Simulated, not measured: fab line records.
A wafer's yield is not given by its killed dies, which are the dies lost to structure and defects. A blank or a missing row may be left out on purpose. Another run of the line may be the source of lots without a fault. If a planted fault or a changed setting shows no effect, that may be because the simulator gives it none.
fab line records || flow n5-finfet
record {"lots": 4, "wafers": 12, "last-day": 18}
route steps=1938 shown SD_EPI_N@276 SD_EPI_P@295 BEOL_M4@1111
lots that met no fault: taken from a fault-free run of the same line
start-h: start of the lot's first displayed wafer, in hours after the record's first day || wait-h: hours from the lot's prior step to this one || " repeats the value in the row above || L1.1+2: several wafers, shown together as one row || - no value present, or no start provided || * or withheld: withheld || < > ~ a bound
route shown NAME@n: NAME is a module with steps in the file, n the number in the route of the first one || usual: mean and standard deviation over wafers with no fault || same: alike in all rows || chamber/n: place in a boat || sites: per-site readings || _std_site: the values' standard deviation || _edge_site: outer sites' mean less inner sites' || radius-mm: how far each site lies from the wafer's centre || mask NAME#n: copy n || behind: the tool/chamber that last shaped the wafer || hold: what put the lot on hold/how long, in hours/how the hold closed || device: whichever transistor did not switch (one of n, p or np) || end of line: tests of these same wafers at the route's end || a step given without rows: its recipe and nothing more || killed: dies lost to structure and defects at the first sort, not the wafer's yield || map: a wafer's dies, x killed, . not, _ none there
set.NAME: the setting the step ran with; set.NAME@STEP: the setting that earlier step ran with || model.NAME: the simulator's own value behind a step, which no gauge read
lots seen at some steps along the route; tables by step, rows by wafer
services: when a tool's chamber went out of use (start-h, in hours from the record's first day, below 0 if earlier), for how many hours, and the reason
## steps
# step N5_SD_EPI_N_STRIP_36
# recipe {"chemistry": "N2/H2", "temp-c": 40, "n2-flow-sccm": 200, "h2-flow-sccm": 200, "rf-frequency-hz": 6e+07}
# step N5_SD_EPI_N_ETCHBACK_44
# recipe {"chemistry": "CH3F/O2", "mode": "anisotropic-etchback", "target": "SiNx", "target-depth-a": 145, "stop-on": "SiO2", "over-etch-frac": 0.3, "ion-energy-ev": 120, "pressure-mtorr": 30, "source-w": 395, "bias-w": 73, "Ar_flow_sccm": 150, "CH3F_flow_sccm": 30, "O2_flow_sccm": 20}
# step N5_SD_EPI_N_ETCH_45
# recipe {"chemistry": "CH3F/O2", "target": "SiOCN", "target-depth-a": 60, "mask-material": "SOC", "ion-energy-ev": 60, "bias-w": 29, "pressure-mtorr": 15, "source-w": 410, "Ar_flow_sccm": 150, "CH3F_flow_sccm": 30, "O2_flow_sccm": 20}
# step N5_SD_EPI_N_ETCH_16
# recipe {"chemistry": "CHF3/O2", "target": "SiO2", "target-depth-a": 50, "mask-material": "SOC", "pressure-mtorr": 30, "source-w": 650, "bias-w": 170, "Ar_flow_sccm": 200, "CHF3_flow_sccm": 50, "O2_flow_sccm": 5, "ion-energy-ev": 200}
# step N5_SD_EPI_N_STRIP_47
# recipe {"chemistry": "CHF3/O2", "resist": "SiARC", "rf-frequency-hz": 6e+07}
# step N5_SD_EPI_N_SD_RECESS_17
# recipe {"chemistry": "HBr/Cl2/O2", "target-depth-a": 410, "mask-material": "SOC", "time-s": 23.7, "bt-time-s": 3, "pressure-mtorr": 10, "icp-w": 800, "bias-w": 112, "HBr_flow_sccm": 150, "Cl2_flow_sccm": 80, "O2_flow_sccm": 12}
# step N5_SD_EPI_N_STRIP_38
# recipe {"chemistry": "N2/H2", "power-w": 1000, "temp-c": 250, "h2-frac": 0.65, "overash-fraction": 0.3, "pressure-mtorr": "withheld", "n2-flow-sccm": 1750, "h2-flow-sccm": 3250}
# step N5_SD_EPI_N_WET_ETCH_43
# recipe {"chemistry": "dHF", "dilution": "withheld", "time-s": 14, "target": "SiO2", "target-depth-a": 15, "temp-c": 25}
# step N5_SD_EPI_N_STRIP_18
# recipe {"chemistry": "SPM", "time-s": 750, "temp-c": 130, "h2so4-h2o2-vol-ratio": 4}
# step N5_SD_EPI_N_SRD_20
# recipe {"dry": "ipa-marangoni", "do-ppb": 5, "time-s": 30, "temp-c": 23, "rinse-liquid": "diw"}
# step N5_SD_EPI_N_PRECLEAN_48
# recipe {"chemistry": "NF3:NH3", "afs-cycles": 2, "temp-c": 30, "time-s": 20, "sublimation-temp-c": 180, "sublimation-time-s": 60, "pressure-torr": 3, "rf-power-w": 30}
# step N5_SD_EPI_N_VAPOR_ETCH_50
# recipe {"chemistry": "HCl", "target": "Si", "temp-c": 775, "time-s": 54, "pressure-torr": 20, "mode": "isotropic"}
# step N5_SD_EPI_N_EPI_21
# recipe {"material": "Si:P", "dopant": "P", "temp-c": 680, "pressure-torr": 255, "time-s": 690}
# usual {"chamber-pressure-Torr": "255.1/0.56"}
{"lot.wafer": "L234.1", "tool": "epi-rpcvd-01", "chamber": 0, "start-h": 128.73, "wait-h": 0.1, "chamber-pressure-Torr": 255.0, "model.Si-P_of_SD_EPI_N_EPI_21.thk-nm": 59.4}
{"lot.wafer": "L234.3", "tool": "epi-rpcvd-01", "chamber": 0, "start-h": 128.73, "wait-h": 0.1, "chamber-pressure-Torr": 254.9, "model.Si-P_of_SD_EPI_N_EPI_21.thk-nm": 59.6}
{"lot.wafer": "L234.5", "tool": "epi-rpcvd-01", "chamber": 0, "start-h": 128.73, "wait-h": 0.1, "chamber-pressure-Torr": 255.5, "model.Si-P_of_SD_EPI_N_EPI_21.thk-nm": 60.4}
{"lot.wafer": "L236.1", "tool": "epi-rpcvd-01", "chamber": 0, "start-h": 144.48, "wait-h": 0.1, "chamber-pressure-Torr": 254.8, "model.Si-P_of_SD_EPI_N_EPI_21.thk-nm": 61.2}
{"lot.wafer": "L236.3", "tool": "epi-rpcvd-01", "chamber": 0, "start-h": 144.48, "wait-h": 0.1, "chamber-pressure-Torr": 254.8, "model.Si-P_of_SD_EPI_N_EPI_21.thk-nm": 58.2}
{"lot.wafer": "L236.5", "tool": "epi-rpcvd-01", "chamber": 0, "start-h": 144.48, "wait-h": 0.1, "chamber-pressure-Torr": 254.8, "model.Si-P_of_SD_EPI_N_EPI_21.thk-nm": 58.8}
{"lot.wafer": "L238.1", "tool": "epi-rpcvd-01", "chamber": 0, "start-h": 155.77, "wait-h": 0.2, "chamber-pressure-Torr": 255.7, "model.Si-P_of_SD_EPI_N_EPI_21.thk-nm": 61.2}
{"lot.wafer": "L238.2", "tool": "epi-rpcvd-01", "chamber": 0, "start-h": 155.77, "wait-h": 0.2, "chamber-pressure-Torr": 254.6, "model.Si-P_of_SD_EPI_N_EPI_21.thk-nm": 61.8}
{"lot.wafer": "L238.3", "tool": "epi-rpcvd-01", "chamber": 0, "start-h": 155.77, "wait-h": 0.2, "chamber-pressure-Torr": 255.7, "model.Si-P_of_SD_EPI_N_EPI_21.thk-nm": 59.6}
{"lot.wafer": "L244.2", "tool": "epi-rpcvd-04", "chamber": 0, "start-h": 190.17, "wait-h": 0.4, "chamber-pressure-Torr": 255.5, "model.Si-P_of_SD_EPI_N_EPI_21.thk-nm": 58.2}
{"lot.wafer": "L244.3", "tool": "epi-rpcvd-04", "chamber": 0, "start-h": 190.17, "wait-h": 0.4, "chamber-pressure-Torr": 255.5, "model.Si-P_of_SD_EPI_N_EPI_21.thk-nm": 58.8}
{"lot.wafer": "L244.5", "tool": "epi-rpcvd-04", "chamber": 0, "start-h": 190.17, "wait-h": 0.4, "chamber-pressure-Torr": 254.7, "model.Si-P_of_SD_EPI_N_EPI_21.thk-nm": 58.8}
# step N5_SD_EPI_N_PRECLEAN_24
# recipe {"chemistry": "O3/DIW", "time-s": 60, "temp-c": 22, "o3-ppm": 10}
# step N5_SD_EPI_N_SRD_25
# recipe {"time-s": 30, "temp-c": 23, "rinse-liquid": "diw", "dry": "ipa-marangoni"}
# step N5_SD_EPI_N_PRECLEAN_49
# recipe {"chemistry": "NF3:NH3", "afs-cycles": 1, "temp-c": 30, "time-s": 20, "sublimation-temp-c": 180, "sublimation-time-s": 60, "pressure-torr": 3, "rf-power-w": 30}
# step N5_SD_EPI_N_LINER_46
# recipe {"material": "SiNx", "target-thk-a": 30, "temp-c": 400, "ald-precursor-family": "SiH2I2", "ald-co-reactant": "N2/H2-plasma", "pressure-torr": 2}
# step N5_SD_EPI_P_COAT_34
# recipe {"resist": "SOC", "temp-c": 250, "time-s": 60, "spin-rpm": 1500, "resist-thk-nm": 350}
# step N5_SD_EPI_P_COAT_35
# recipe {"resist": "SiARC", "temp-c": 220, "time-s": 60, "spin-rpm": 1500, "resist-thk-nm": 35}
# step N5_SD_EPI_P_COAT_03
# recipe {"resist": "CAR-ArF-block", "spin-rpm": 1500, "resist-thk-nm": 150}
# step N5_SD_EPI_P_EBR_05
# recipe {"solvent": "PGMEA", "ebr-width-mm": 1.5}
# step N5_SD_EPI_P_SOFTBAKE_04
# recipe {"temp-c": 110, "time-s": 60, "resist": "CAR-ArF-block"}
# step N5_SD_EPI_P_EXPOSE_06
# recipe {"mask-id": "SD_P_BLK", "na": 1.35, "source-shape": "conventional", "sigma-outer": 0.8, "polarization": "unpolarized", "target-cd-nm": 240, "dose-mj": 39.5}
# step N5_SD_EPI_P_PEB_07
# recipe {"peb-temp-c": 110, "peb-time-s": 60, "resist": "CAR-ArF-block"}
# step N5_SD_EPI_P_DEVELOP_08
# recipe {"develop-time-s": 30, "developer": "TMAH", "resist": "CAR-ArF-block", "dev-temp-c": 23, "rinse-liquid": "diw", "dry": "air-spin"}
# step N5_SD_EPI_P_DESCUM_14
# recipe {"chemistry": "O2", "time-s": 7.9, "source-power-w": 50, "bias-power-w": 20, "pressure-mtorr": 20, "rf-frequency-hz": 2.712e+07, "temp-c": 40, "resist": "CAR-ArF-block", "o2-flow-sccm": 225}
# step N5_SD_EPI_P_ETCH_36
# recipe {"chemistry": "CF4", "target": "SiARC", "target-depth-a": 455, "mask-material": "CAR-ArF-block", "time-s": 75.8, "ion-energy-ev": 80, "pressure-mtorr": 40, "source-w": 545, "bias-w": 36, "Ar_flow_sccm": 100, "cf4-flow-sccm": 100, "ends": "cleared"}
# step N5_SD_EPI_P_ETCH_37
# recipe {"chemistry": "N2/H2", "target": "SOC", "overetch-a": 1080, "mask-material": "SiARC", "temp-c": 40, "ion-energy-ev": 100, "source-w": 3000, "bias-w": 133, "pressure-mtorr": 20, "time-s": 486, "n2-flow-sccm": 200, "h2-flow-sccm": 200, "ends": "end-point"}
# step N5_SD_EPI_P_STRIP_38
# recipe {"chemistry": "N2/H2", "temp-c": 40, "n2-flow-sccm": 200, "h2-flow-sccm": 200, "rf-frequency-hz": 6e+07}
# step N5_SD_EPI_P_ETCHBACK_46
# recipe {"chemistry": "CH3F/O2", "mode": "anisotropic-etchback", "target": "SiNx", "target-depth-a": 175, "stop-on": "SiO2", "over-etch-frac": 0.3, "ion-energy-ev": 120, "pressure-mtorr": 30, "source-w": 395, "bias-w": 73, "Ar_flow_sccm": 150, "CH3F_flow_sccm": 30, "O2_flow_sccm": 20}
# step N5_SD_EPI_P_ETCH_47
# recipe {"chemistry": "CH3F/O2", "target": "SiOCN", "target-depth-a": 250, "mask-material": "SOC", "ion-energy-ev": 60, "bias-w": 29, "pressure-mtorr": 30, "source-w": 410, "Ar_flow_sccm": 150, "CH3F_flow_sccm": 30, "O2_flow_sccm": 20}
# step N5_SD_EPI_P_ETCH_16
# recipe {"chemistry": "CHF3/O2", "target": "SiO2", "target-depth-a": 50, "mask-material": "SOC", "pressure-mtorr": 30, "source-w": 650, "bias-w": 170, "Ar_flow_sccm": 200, "CHF3_flow_sccm": 50, "O2_flow_sccm": 5, "ion-energy-ev": 200}
# step N5_SD_EPI_P_STRIP_50
# recipe {"chemistry": "CHF3/O2", "resist": "SiARC", "rf-frequency-hz": 6e+07}
# step N5_SD_EPI_P_SD_RECESS_17
# recipe {"chemistry": "HBr/Cl2/O2", "target-depth-a": 391, "bt-time-s": 3, "pressure-mtorr": 10, "icp-w": 800, "bias-w": 112, "HBr_flow_sccm": 150, "Cl2_flow_sccm": 80, "O2_flow_sccm": 12}
# step N5_SD_EPI_P_WET_ETCH_45
# recipe {"chemistry": "dHF", "dilution": "withheld", "time-s": 10.7, "target": "SiO2", "target-depth-a": 20, "temp-c": 25, "dry": "ipa-marangoni", "rinse-time-s": 30, "rinse-temp-c": 23}
# step N5_SD_EPI_P_STRIP_40
# recipe {"chemistry": "N2/H2", "power-w": 1000, "temp-c": 250, "h2-frac": 0.65, "overash-fraction": 0.3, "pressure-mtorr": "withheld", "n2-flow-sccm": 1750, "h2-flow-sccm": 3250}
# step N5_SD_EPI_P_PRECLEAN_52
# recipe {"chemistry": "O3/DIW", "time-s": 60, "temp-c": 22, "o3-ppm": 10}
# step N5_SD_EPI_P_PRECLEAN_24
# recipe {"chemistry": "O3/DIW", "time-s": 45, "temp-c": 22, "o3-ppm": 10}
# same {"time-s": 45}
{"lot.wafer": "L234.1", "tool": "wet-bench-05", "chamber": 2, "start-h": 135.14, "wait-h": 0.0, "model.Si-P_of_SD_EPI_N_EPI_21.thk-nm": 58.4}
{"lot.wafer": "L234.3", "tool": "wet-bench-05", "chamber": 4, "start-h": 135.14, "wait-h": 0.0, "model.Si-P_of_SD_EPI_N_EPI_21.thk-nm": 58.8}
{"lot.wafer": "L234.5", "tool": "wet-bench-05", "chamber": 7, "start-h": 135.14, "wait-h": 0.0, "model.Si-P_of_SD_EPI_N_EPI_21.thk-nm": 59.6}
{"lot.wafer": "L236.1", "tool": "wet-bench-03", "chamber": 3, "start-h": 151.10, "wait-h": 0.0, "model.Si-P_of_SD_EPI_N_EPI_21.thk-nm": 60.2}
{"lot.wafer": "L236.3", "tool": "wet-bench-03", "chamber": 4, "start-h": 151.10, "wait-h": 0.0, "model.Si-P_of_SD_EPI_N_EPI_21.thk-nm": 57.4}
{"lot.wafer": "L236.5", "tool": "wet-bench-03", "chamber": 2, "start-h": 151.10, "wait-h": 0.0, "model.Si-P_of_SD_EPI_N_EPI_21.thk-nm": 58}
{"lot.wafer": "L238.1", "tool": "wet-bench-03", "chamber": 2, "start-h": 163.74, "wait-h": 0.0, "model.Si-P_of_SD_EPI_N_EPI_21.thk-nm": 60.2}
{"lot.wafer": "L238.2", "tool": "wet-bench-03", "chamber": 7, "start-h": 163.74, "wait-h": 0.0, "model.Si-P_of_SD_EPI_N_EPI_21.thk-nm": 61}
{"lot.wafer": "L238.3", "tool": "wet-bench-03", "chamber": 3, "start-h": 163.74, "wait-h": 0.0, "model.Si-P_of_SD_EPI_N_EPI_21.thk-nm": 58.8}
{"lot.wafer": "L244.2", "tool": "wet-bench-02", "chamber": 5, "start-h": 196.89, "wait-h": 0.0, "model.Si-P_of_SD_EPI_N_EPI_21.thk-nm": 57.4}
{"lot.wafer": "L244.3+5", "tool": "wet-bench-02", "chamber": "4,6", "start-h": 196.89, "wait-h": 0.0, "model.Si-P_of_SD_EPI_N_EPI_21.thk-nm": 58}
# step N5_BEOL_M4_RC_MEAS_101
# usual {"DIBL_N": "35.9/1.4", "DIBL_P": "35.9/1.7", "IOFF_N": "0.160/0.026", "IOFF_P": "0.21/0.036", "ION_N": "672/11", "ION_P": "461/8.1", "SS_N": "71.4/0.54", "SS_P": "73.2/0.67", "VT_N": "249.3/2.7", "VT_P": "-250/3.9"}
{"lot.wafer": "L234.1", "tool": "prober-01", "chamber": 0, "start-h": 250.32, "wait-h": 0.0, "DIBL_N[mV/V]": 37.1, "DIBL_P[mV/V]": 36.1, "IOFF_N[nA/um]": 0.182, "IOFF_P[nA/um]": 0.25, "ION_N[uA/um]": 678, "ION_P[uA/um]": 466, "SS_N[mV/dec]": 71.1, "SS_P[mV/dec]": 74.1, "VT_N[mV]": 247.4, "VT_P[mV]": -245}
{"lot.wafer": "L234.3", "tool": "prober-01", "chamber": 0, "start-h": 250.32, "wait-h": 0.0, "DIBL_N[mV/V]": 38.1, "DIBL_P[mV/V]": 37.9, "IOFF_N[nA/um]": 0.199, "IOFF_P[nA/um]": 0.26, "ION_N[uA/um]": 676, "ION_P[uA/um]": 465, "SS_N[mV/dec]": 72.3, "SS_P[mV/dec]": 74.0, "VT_N[mV]": 247.2, "VT_P[mV]": -247}
{"lot.wafer": "L234.5", "tool": "prober-01", "chamber": 0, "start-h": 250.32, "wait-h": 0.0, "DIBL_N[mV/V]": 36.6, "DIBL_P[mV/V]": 36.7, "IOFF_N[nA/um]": 0.176, "IOFF_P[nA/um]": 0.25, "ION_N[uA/um]": 686, "ION_P[uA/um]": 471, "SS_N[mV/dec]": 71.2, "SS_P[mV/dec]": 73.4, "VT_N[mV]": 247.0, "VT_P[mV]": -246}
{"lot.wafer": "L236.1", "tool": "prober-02", "chamber": 0, "start-h": 254.92, "wait-h": 0.0, "DIBL_N[mV/V]": 33.2, "DIBL_P[mV/V]": 33.0, "IOFF_N[nA/um]": 0.127, "IOFF_P[nA/um]": 0.14, "ION_N[uA/um]": 663, "ION_P[uA/um]": 451, "SS_N[mV/dec]": 70.4, "SS_P[mV/dec]": 72.6, "VT_N[mV]": 252.3, "VT_P[mV]": -257}
{"lot.wafer": "L236.3", "tool": "prober-02", "chamber": 0, "start-h": 254.92, "wait-h": 0.0, "DIBL_N[mV/V]": 35.3, "DIBL_P[mV/V]": 35.4, "IOFF_N[nA/um]": 0.143, "IOFF_P[nA/um]": 0.15, "ION_N[uA/um]": 667, "ION_P[uA/um]": 451, "SS_N[mV/dec]": 71.1, "SS_P[mV/dec]": 73.0, "VT_N[mV]": 251.1, "VT_P[mV]": -258}
{"lot.wafer": "L236.5", "tool": "prober-02", "chamber": 0, "start-h": 254.92, "wait-h": 0.0, "DIBL_N[mV/V]": 34.4, "DIBL_P[mV/V]": 34.5, "IOFF_N[nA/um]": 0.135, "IOFF_P[nA/um]": 0.15, "ION_N[uA/um]": 663, "ION_P[uA/um]": 450, "SS_N[mV/dec]": 71.1, "SS_P[mV/dec]": 72.9, "VT_N[mV]": 250.8, "VT_P[mV]": -258}
{"lot.wafer": "L238.1", "tool": "prober-02", "chamber": 0, "start-h": 260.94, "wait-h": 0.0, "DIBL_N[mV/V]": 35.9, "DIBL_P[mV/V]": 34.7, "IOFF_N[nA/um]": 0.152, "IOFF_P[nA/um]": 0.22, "ION_N[uA/um]": 665, "ION_P[uA/um]": 459, "SS_N[mV/dec]": 71.1, "SS_P[mV/dec]": 73.4, "VT_N[mV]": 249.1, "VT_P[mV]": -249}
{"lot.wafer": "L238.2", "tool": "prober-02", "chamber": 0, "start-h": 260.94, "wait-h": 0.0, "DIBL_N[mV/V]": 37.0, "DIBL_P[mV/V]": 36.9, "IOFF_N[nA/um]": 0.173, "IOFF_P[nA/um]": 0.27, "ION_N[uA/um]": 664, "ION_P[uA/um]": 461, "SS_N[mV/dec]": 71.4, "SS_P[mV/dec]": 73.1, "VT_N[mV]": 246.1, "VT_P[mV]": -247}
{"lot.wafer": "L238.3", "tool": "prober-02", "chamber": 0, "start-h": 260.94, "wait-h": 0.0, "DIBL_N[mV/V]": 35.3, "DIBL_P[mV/V]": 35.3, "IOFF_N[nA/um]": 0.155, "IOFF_P[nA/um]": 0.24, "ION_N[uA/um]": 676, "ION_P[uA/um]": 473, "SS_N[mV/dec]": 70.9, "SS_P[mV/dec]": 72.8, "VT_N[mV]": 247.6, "VT_P[mV]": -245}
{"lot.wafer": "L244.2", "tool": "prober-02", "chamber": 0, "start-h": 316.42, "wait-h": 0.2, "DIBL_N[mV/V]": 39.0, "DIBL_P[mV/V]": 40.0, "IOFF_N[nA/um]": 0.214, "IOFF_P[nA/um]": 0.25, "ION_N[uA/um]": 680, "ION_P[uA/um]": 464, "SS_N[mV/dec]": 72.3, "SS_P[mV/dec]": 74.7, "VT_N[mV]": 247.5, "VT_P[mV]": -248}
{"lot.wafer": "L244.3", "tool": "prober-02", "chamber": 0, "start-h": 316.42, "wait-h": 0.2, "DIBL_N[mV/V]": 38.4, "DIBL_P[mV/V]": 39.7, "IOFF_N[nA/um]": 0.194, "IOFF_P[nA/um]": 0.24, "ION_N[uA/um]": 668, "ION_P[uA/um]": 459, "SS_N[mV/dec]": 71.7, "SS_P[mV/dec]": 74.4, "VT_N[mV]": 249.7, "VT_P[mV]": -250}
{"lot.wafer": "L244.5", "tool": "prober-02", "chamber": 0, "start-h": 316.42, "wait-h": 0.2, "DIBL_N[mV/V]": 35.8, "DIBL_P[mV/V]": 36.9, "IOFF_N[nA/um]": 0.151, "IOFF_P[nA/um]": 0.19, "ION_N[uA/um]": 663, "ION_P[uA/um]": 456, "SS_N[mV/dec]": 71.6, "SS_P[mV/dec]": 73.2, "VT_N[mV]": 252.8, "VT_P[mV]": -254}
## services
{"tool": "wet-bench-02", "chamber": "-", "start-h": 166.83, "hours": 0.5, "kind": "repair"}
## key
first-sign none at tools or gauges
model-effect {"step": "N5_SD_EPI_N_EPI_21", "value": "Si-P_of_SD_EPI_N_EPI_21.thk-nm", "without": 59.6, "struck": 61.4}
model-effect {"step": "N5_SD_EPI_P_PRECLEAN_24", "value": "Si-P_of_SD_EPI_N_EPI_21.thk-nm", "without": 58.8, "struck": 60.47}
met-at N5_SD_EPI_N_EPI_21
struck-wafers L236.1,L238.1,L238.2
onset-between 128.73 144.48
fault {"kind": "process-parameter-drift", "tool": "epi-rpcvd-01", "chamber": "-", "onset-h": 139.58, "steps": "N5_SD_EPI_N_EPI_21", "channel": "time-s", "offset": "*", "shape": "step", "end-h": 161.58, "scope": "struck-wafers-only", "acts-in": "*", "stated": "*"}
